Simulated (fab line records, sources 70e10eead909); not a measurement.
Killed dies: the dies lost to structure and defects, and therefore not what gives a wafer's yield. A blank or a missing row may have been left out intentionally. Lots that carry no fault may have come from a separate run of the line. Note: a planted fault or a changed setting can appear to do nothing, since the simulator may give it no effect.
Matching of chambers + flow nandHarc + NHARC_A_WL_FILL_CMP_12 on cmp-02: 4 sister chambers
The step polishes, t overpolish 30 s, target thk 75 nm. 4 wafers are shown with their chamber, then 7 later ones without.

EACH WAFER AND ITS CHAMBER
| wafer  | chamber | motorCurrentA (A) |
|--------|---------|-------------------|
| L881.2 | 3       | 10.5              |
| L885.5 | 1       | 13.6              |
| L894.4 | 0       | 9.7               |
| L894.5 | 2       | 11.3              |

WAFERS MISSING THEIR CHAMBER
| wafer  | motorCurrentA (A) |
|--------|-------------------|
| L894.6 | 13.4              |
| L897.2 | 11.3              |
| L897.3 | 10.6              |
| L897.4 | 12.9              |
| L898.1 | 14.5              |
| L898.2 | 10.5              |
| L898.3 | 10.5              |

WHICH CHAMBER EACH ONE RAN IN
| wafer  | from the rows above          | in truth |
|--------|------------------------------|----------|
| L894.6 | 1                            | 1        |
| L897.2 | can't be placed: 2 or 3      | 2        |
| L897.3 | can't be placed: 3 or 2 or 0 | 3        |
| L897.4 | 1                            | 1        |
| L898.1 | 1                            | 1        |
| L898.2 | can't be placed: 3 or 0 or 2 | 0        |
| L898.3 | can't be placed: 3 or 0 or 2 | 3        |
3 of 7 placed correctly. From these rows, 4 cannot be placed; in 4 the true chamber is one of the candidates. 0 placed wrongly.
How it was worked out, from the rows above alone: a wafer's distance from a chamber is the root of the sum, over the readings, of the square of ((its reading less the chamber's mean) divided by the reading's scatter). The wafer belongs to the nearest chamber; if the next one is less than 2 further off, it can't be placed. Each chamber's mean is taken over the wafers shown for it. The scatter: root of mean squared gap, hidden wafer to nearest shown wafer, with one shown wafer a chamber.
